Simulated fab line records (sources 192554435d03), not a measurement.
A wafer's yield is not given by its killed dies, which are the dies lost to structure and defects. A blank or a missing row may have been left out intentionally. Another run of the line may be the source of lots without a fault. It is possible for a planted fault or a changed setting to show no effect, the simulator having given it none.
fab line records	flow n5-finfet
[record] lots = 6	wafers = 18	last-day = 17
route steps=1938 shown BEOL_M6@1251 BEOL_M7@1263
lots untouched by any fault: they come from a run of this same line in which no faults occurred
start-h: hours from the record's first day to the start of the lot's first wafer shown	wait-h: hours elapsed since this lot's preceding step	" identical to the entry in the row above	L1.1+2: several wafers, shown together as one row	- no value present, or no start provided	* or withheld: withheld	< > ~ a bound
route shown NAME@n: a module of which the file shows steps, and the number in the route of the first	usual: mean and standard deviation over wafers with no fault	same: alike in all rows	chamber/n: place in a boat	sites: each site's reading	_std_site: standard deviation of those values	_edge_site: mean of outer sites minus mean of inner sites	radius-mm: how far each site lies from the wafer's centre	mask NAME#n: copy n	behind: the most recent tool/chamber to have shaped the wafer	hold: cause of the lot's hold/its duration in hours/its outcome	device: transistor that didn't switch, given as n, p or np	end of line: the tests these same wafers got at the end of their route	where a step has no rows: the recipe by itself	killed: not the wafer's yield, but the dies lost to structure and defects at the first sort	map: dies across one wafer; x = killed, . = not, _ = none there
set.NAME: the setting as run; set.NAME@STEP: as run at that earlier step	model.NAME: the simulator's own value behind a step, which no gauge read
certain route steps with their lots: each step a table, each wafer a row
services: when a tool's chamber went out of use (start-h, in hours from the record's first day, below 0 if earlier), for how many hours, and the reason
[[steps]]
[step N5_BEOL_M6_ALD_77]
[recipe] material = TaN	target-thk-a = 20	temp-c = 275	ald-precursor-family = PDMAT	ald-co-reactant = NH3	pressure-torr = 3	carrier-flow-sccm = 1500	pulse-time-s = 2	purge-time-s = 3	co-reactant-purge-time-s = 2	co-reactant-pulse-time-s = 3	ald-cycles = 40	precursor-vessel-temp-c = 75	precursor-vessel-pressure-torr = 26.25	precursor-vessel-carrier-sccm = 1000
[step N5_BEOL_M6_SURFACE_TREAT_79]
[recipe] gas = Ar	time-s = *	ion-energy-ev = *	ion-current-ma-cm2 = 0.5	pressure-mtorr = *	ar-flow-sccm = 30
[step N5_BEOL_M6_CVD_78]
[recipe] material = Co	target-thk-a = 20	temp-c = withheld	precursor = CCTBA/H2	pressure-torr = 30	time-s = 142.3
[step N5_BEOL_M6_SPUTTER_48]
[recipe] material = Cu	target-thk-a = 100	temp-c = -20	bias-v = 60	power-w = 26000	chamber-pressure-pa = 0.13	time-s = 1.667
[usual] substrate-temp-c = -19.99/0.11	throttle-valve-pct = 29.7/0.94
[same] time-s = 1.667
lot.wafer	tool	chamber	start-h	wait-h	substrate-temp-c	throttle-valve-pct
L963.2	pvd-sputter-01	-	188.69	0.1	-19.93	29.2
L963.3	"	-	"	"	-20.12	29.6
L963.5	"	-	"	"	-20.10	28.0
L966.4	pvd-sputter-02	-	213.86	0.2	-19.87	30.3
L966.5	"	-	"	"	-20.05	31.2
L966.6	"	-	"	"	-20.03	29.6
L970.2	pvd-sputter-01	-	222.09	1.2	-19.89	28.1
L970.3	"	-	"	"	-19.86	29.5
L970.6	"	-	"	"	-19.91	29.5
L981.1	pvd-sputter-02	-	298.86	0.2	-20.16	29.3
L981.2	"	-	"	"	-20.06	30.3
L981.5	"	-	"	"	-19.92	29.2
L983.2	pvd-sputter-03	-	311.98	0.1	-20.06	28.9
L983.3	"	-	"	"	-19.83	31.5
L983.5	"	-	"	"	-19.95	29.2
L984.1	pvd-sputter-02	-	312.23	0.1	-20.00	29.7
L984.2	"	-	"	"	-20.19	30.9
L984.4	"	-	"	"	-19.92	30.4
[step N5_BEOL_M6_ECD_50]
[recipe] material = Cu	target-thk-a = 3000
[step N5_BEOL_M6_ANNEAL_51]
[recipe] temp-c = 225	time-s = 90	ambient = N2
[usual] wafer_temp_C_max = 226.15/0.29
[same] time-s = 90
lot.wafer	tool	chamber	start-h	wait-h	wafer_temp_C_max
L963.2	rtp-anneal-02	0	188.94	0.1	226.33
L963.3	"	0	"	"	226.49
L963.5	"	0	"	"	226.50
L966.4	rtp-anneal-02	0	214.81	0.8	226.18
L966.5	"	0	"	"	226.05
L966.6	"	0	"	"	226.20
L970.2	rtp-anneal-02	0	222.34	0.1	226.01
L970.3	"	0	"	"	226.16
L970.6	"	0	"	"	225.89
L981.1	rtp-anneal-02	0	299.71	0.7	225.97
L981.2	"	0	"	"	226.30
L981.5	"	0	"	"	225.81
L983.2	rtp-anneal-02	0	312.32	0.2	226.11
L983.3	"	0	"	"	226.53
L983.5	"	0	"	"	226.21
L984.1	rtp-anneal-02	0	312.55	0.2	226.51
L984.2	"	0	"	"	226.33
L984.4	"	0	"	"	226.19
[step N5_BEOL_M6_CMP_52]
[recipe] stop-on = SiCOH_lowk	t-overpolish-s = 6.9	down-force-psi = 1	platen-rpm = 50	clearing-platen-down-force-psi = 1.5	clearing-platen-rpm = 50	post-cmp-clean = cu-alkaline	target-thk-nm = 80	clearing-platen-pad-velocity-m-s = 0.99484	pad-velocity-m-s = 0.99484
[usual] barrier-field-endpoint-s = 29.0/0.81	motor-current-A = 6.3/0.64	overpolish-run-s = 6.899/0.0095	time-to-endpoint-s = 62/3.8
lot.wafer	tool	chamber	start-h	wait-h	barrier-field-endpoint-s	motor-current-A	overpolish-run-s	time-to-endpoint-s
L963.3	cmp-02	1	189.19	0.2	28.1	6.6	6.889	59
L963.2	"	3	"	"	28.8	6.9	6.898	64
L963.5	"	2	"	"	27.4	6.1	6.874	55
L966.4	cmp-04	1	215.01	0.2	28.6	7.7	6.891	65
L966.5	"	0	"	"	28.7	5.9	6.906	61
L966.6	"	1	"	"	30.2	7.6	6.897	64
L970.2	cmp-02	0	222.59	0.2	28.3	6.7	6.907	57
L970.3	"	1	"	"	28.5	6.3	6.906	57
L970.6	"	1	"	"	28.6	6.4	6.907	58
L981.2	cmp-02	2	300.08	0.3	28.4	6.0	6.898	58
L981.1	"	3	"	"	28.7	6.7	6.908	60
L981.5	"	0	"	"	29.6	7.0	6.909	62
L983.3	cmp-02	3	312.58	0.2	30.2	6.6	6.899	65
L983.2	"	0	"	"	29.2	7.0	6.907	61
L983.5	"	0	"	"	29.2	7.0	6.889	61
L984.4	cmp-02	0	312.85	0.1	29.9	7.0	6.914	62
L984.1	"	1	"	"	29.0	6.2	6.892	60
L984.2	"	3	"	"	29.8	6.3	6.887	68
[step N5_BEOL_M6_THK_MEAS_53]
[recipe] thk-meas-gauge = xrf	reads = Cu_of_BEOL_M6_ECD_50
[usual] M6_THK = 78.6/2.3
lot.wafer	tool	chamber	start-h	wait-h	M6_THK[nm]
L963.2	film-metro-02	-	189.49	-	75.5
L963.3	"	-	"	"	76.5
L963.5	"	-	"	"	74.1
L966.4	film-metro-01	-	215.27	-	81.6
L966.5	"	-	"	"	80.8
L966.6	"	-	"	"	78.6
L970.2	film-metro-01	-	222.89	-	75.9
L970.3	"	-	"	"	80.2
L970.6	"	-	"	"	75.4
L981.1	film-metro-02	-	300.30	-	80.0
L981.2	"	-	"	"	76.6
L981.5	"	-	"	"	80.7
L983.2	film-metro-02	-	312.87	-	76.8
L983.3	"	-	"	"	76.6
L983.5	"	-	"	"	78.4
L984.1	film-metro-01	-	313.14	-	78.7
L984.2	"	-	"	"	79.6
L984.4	"	-	"	"	81.2
[step N5_BEOL_M6_PRE_CLEAN_55]
[recipe] gas = NH3	time-s = 15	temp-c = withheld	rf-power-w = 300
[step N5_BEOL_M6_DEP_56]
[recipe] material = SiCN	target-thk-a = 100	temp-c = withheld	precursor = 3MS/NH3	pressure-torr = 3	rf-w = 202	time-s = 17.5
[usual] showerhead-plenum-p-Torr = 3.658/0.0092	throttle-valve-pct = 8.9/0.36
[same] time-s = 17.5
lot.wafer	tool	chamber	start-h	wait-h	showerhead-plenum-p-Torr	throttle-valve-pct
L963.2	pecvd-03	1	189.55	0.0	3.667	9.2
L963.3	"	2	"	"	3.636	8.1
L963.5	"	2	"	"	3.634	8.5
L966.4	pecvd-02	0	215.36	0.0	3.665	8.5
L966.5	"	0	"	"	3.660	8.6
L966.6	"	1	"	"	3.653	9.3
L970.2	pecvd-01	2	222.95	0.0	3.656	8.9
L970.3	"	0	"	"	3.658	9.0
L970.6	"	1	"	"	3.649	9.7
L981.1	pecvd-01	0	300.36	0.0	3.654	8.9
L981.2	"	1	"	"	3.654	9.2
L981.5	"	0	"	"	3.663	9.2
L983.2	pecvd-03	2	312.93	0.0	3.631	8.6
L983.3	"	0	"	"	3.659	9.1
L983.5	"	2	"	"	3.640	8.2
L984.1	pecvd-03	2	313.22	0.0	3.642	8.4
L984.2	"	0	"	"	3.662	8.8
L984.4	"	2	"	"	3.645	8.6
[step N5_BEOL_M6_RS_MEAS_57]
[recipe] thk-meas-gauge = four-point-probe	reads = Cu_of_BEOL_M6_ECD_50+Co_of_BEOL_M6_CVD_78+TaN_of_BEOL_M6_ALD_77
[usual] M6_RS = 0.291/0.01
lot.wafer	tool	chamber	start-h	wait-h	M6_RS[ohm/sq]
L963.2	film-metro-02	-	189.62	0.1	0.306
L963.3	"	-	"	"	0.301
L963.5	"	-	"	"	0.311
L966.4	film-metro-01	-	215.43	0.1	0.279
L966.5	"	-	"	"	0.281
L966.6	"	-	"	"	0.291
L970.2	film-metro-01	-	223.02	0.1	0.302
L970.3	"	-	"	"	0.284
L970.6	"	-	"	"	0.307
L981.1	film-metro-02	-	300.43	0.1	0.284
L981.2	"	-	"	"	0.300
L981.5	"	-	"	"	0.282
L983.2	film-metro-01	-	313.00	0.1	0.296
L983.3	"	-	"	"	0.299
L983.5	"	-	"	"	0.292
L984.1	film-metro-01	-	313.30	0.1	0.291
L984.2	"	-	"	"	0.287
L984.4	"	-	"	"	0.280
[step N5_BEOL_M6_INSPECT_58]
[recipe] inspect-instrument = darkfield	mode = post-dep
[usual] raw-defect-count = 77/26
lot.wafer	tool	chamber	start-h	wait-h	raw-defect-count
L963.2	defect-inspect-02	-	189.65	0.0	70
L963.3	"	-	"	"	130
L963.5	"	-	"	"	99
L966.4	defect-inspect-01	-	215.45	0.0	48
L966.5	"	-	"	"	90
L966.6	"	-	"	"	42
L970.2	defect-inspect-02	-	223.05	0.0	69
L970.3	"	-	"	"	51
L970.6	"	-	"	"	63
L981.1	defect-inspect-01	-	300.45	0.0	85
L981.2	"	-	"	"	45
L981.5	"	-	"	"	58
L983.2	defect-inspect-02	-	313.03	0.0	66
L983.3	"	-	"	"	32
L983.5	"	-	"	"	45
L984.1	defect-inspect-01	-	313.33	0.0	122
L984.2	"	-	"	"	59
L984.4	"	-	"	"	49
[step N5_BEOL_M7_ILD_DEP_00]
[recipe] material = SiCOH_lowk	target-thk-a = 1797.5	temp-c = 300	precursor = DEMS/porogen	pressure-torr = 5	rf-w = 500	time-s = 33.4
[usual] heater-power-w = 310/46	showerhead-plenum-p-Torr = 5.737/0.016	throttle-valve-pct = 13.6/0.43
[same] time-s = 33.4
lot.wafer	tool	chamber	start-h	wait-h	heater-power-w	showerhead-plenum-p-Torr	throttle-valve-pct
L963.2	pecvd-01	1	189.68	0.0	353	5.716	14.5
L963.3	"	0	"	"	229	5.728	13.8
L963.5	"	0	"	"	232	5.720	13.8
L966.4	pecvd-04	2	215.51	0.1	382	5.742	13.2
L966.5	"	0	"	"	246	5.730	14.1
L966.6	"	1	"	"	297	5.762	13.6
L970.2	pecvd-02	0	223.10	0.1	343	5.739	13.3
L970.3	"	0	"	"	349	5.751	13.4
L970.6	"	0	"	"	368	5.749	13.0
L981.1	pecvd-04	1	300.49	0.0	258	5.764	13.4
L981.2	"	0	"	"	268	5.709	13.7
L981.5	"	2	"	"	370	5.731	13.4
L983.2	pecvd-04	0	313.06	0.0	279	5.723	14.0
L983.3	"	2	"	"	348	5.750	13.4
L983.5	"	2	"	"	352	5.744	13.4
L984.1	pecvd-04	2	313.37	0.0	360	5.732	13.3
L984.2	"	0	"	"	284	5.721	14.0
L984.4	"	2	"	"	372	5.746	13.7
[step N5_BEOL_M7_CURE_74]
[recipe] temp-c = 385	time-s = 240	ambient = He/Ar	material = SiCOH_lowk
[usual] lamp-power-pct = 52.31/0.057	wafer_temp_C_max = 386.7/0.52
[same] time-s = 240
lot.wafer	tool	chamber	start-h	wait-h	lamp-power-pct	wafer_temp_C_max
L963.2	uv-cure-02	0	189.83	0.1	52.40	386.6
L963.3	"	0	"	"	52.43	387.1
L963.5	"	0	"	"	52.22	386.8
L966.4	uv-cure-02	1	215.79	0.3	52.30	386.4
L966.5	"	1	"	"	52.33	386.6
L966.6	"	1	"	"	52.26	386.2
L970.2	uv-cure-03	2	223.31	0.2	52.30	387.3
L970.3	"	2	"	"	52.30	386.5
L970.6	"	2	"	"	52.17	387.5
L981.1	uv-cure-01	1	300.55	0.0	52.35	386.3
L981.2	"	1	"	"	52.26	387.1
L981.5	"	1	"	"	52.33	387.0
L983.2	uv-cure-01	2	313.23	0.1	52.14	386.4
L983.3	"	2	"	"	52.36	385.9
L983.5	"	2	"	"	52.26	386.4
L984.1	uv-cure-01	0	313.63	0.2	52.41	387.2
L984.2	"	0	"	"	52.32	387.8
L984.4	"	0	"	"	52.33	387.3
[step N5_BEOL_M7_THK_MEAS_01]
[recipe] reads = SiCOH_lowk_of_BEOL_M7_ILD_DEP_00
[usual] M7_ILD_THK = 155.0/1.9
lot.wafer	tool	chamber	start-h	wait-h	M7_ILD_THK[nm]
L963.2	film-metro-02	-	190.26	0.4	155.1
L963.3	"	-	"	"	153.0
L963.5	"	-	"	"	154.3
L966.4	film-metro-01	-	216.07	0.2	155.8
L966.5	"	-	"	"	157.6
L966.6	"	-	"	"	155.6
L970.2	film-metro-01	-	223.76	0.4	154.8
L970.3	"	-	"	"	156.3
L970.6	"	-	"	"	155.2
L981.1	film-metro-02	-	301.07	0.4	153.1
L981.2	"	-	"	"	154.8
L981.5	"	-	"	"	153.4
L983.2	film-metro-02	-	313.66	0.4	153.4
L983.3	"	-	"	"	134.2
L983.5	"	-	"	"	134.4
L984.1	film-metro-02	-	314.14	0.4	134.2
L984.2	"	-	"	"	152.9
L984.4	"	-	"	"	136.3
[step N5_BEOL_M7_PECVD_70]
[recipe] material = SiO2	target-thk-a = 200	temp-c = 400	precursor = TEOS/O2	pressure-torr = 5.5	rf-w = 450	teos-flow-sccm = 53.8	gas = O2	flow-sccm = 3000	time-s = 22.7
[[services]]
tool	chamber	start-h	hours	kind
pecvd-01	-	167.15	7.7	repair
uv-cure-02	-	179.33	1.0	pm
pecvd-03	0	184.91	1.8	repair
uv-cure-03	-	185.80	6.9	repair
cmp-04	-	198.53	0.2	repair
cmp-02	-	200.12	5.6	pm
uv-cure-01	-	217.77	2.1	pm
pecvd-02	1	220.64	5.0	repair
uv-cure-02	-	221.96	3.4	pm
cmp-02	-	224.03	4.0	pm
cmp-02	-	228.03	-	consumable-replace:conditioner
cmp-04	-	233.49	3.8	repair
uv-cure-02	-	235.10	28.1	pm
cmp-02	-	235.30	2.8	repair
pecvd-01	-	246.76	2.8	pm
uv-cure-01	-	249.88	0.8	repair
pecvd-01	0	274.91	19.8	repair
uv-cure-01	-	277.81	1.0	repair
cmp-02	-	286.37	0.2	repair
uv-cure-01	-	291.28	2.8	pm
uv-cure-03	-	296.03	1.0	repair
uv-cure-02	-	299.19	2.8	pm
cmp-04	-	299.99	1.2	repair
pecvd-03	1	312.99	7.4	repair
[[key]]
[first-sign] step = N5_BEOL_M7_THK_MEAS_01	reading = M7_ILD_THK	direction = down	sigmas = 11	usual = 155.0	struck = 134.8
effect none on later readings
met-at N5_BEOL_M7_ILD_DEP_00
struck-wafers L983.3,L983.5,L984.1,L984.4
onset-between 300.49 313.06
[fault] kind = site-profile-drift	tool = pecvd-04	chamber = 2	onset-h = 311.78	steps = N5_BEOL_M7_ILD_DEP_00	basis = fraction	max-abs-drift = 0.25973	slope-share-per-hr = 57.718	site-pattern = 0,0,0,0,0,-1,-1,-1,-1
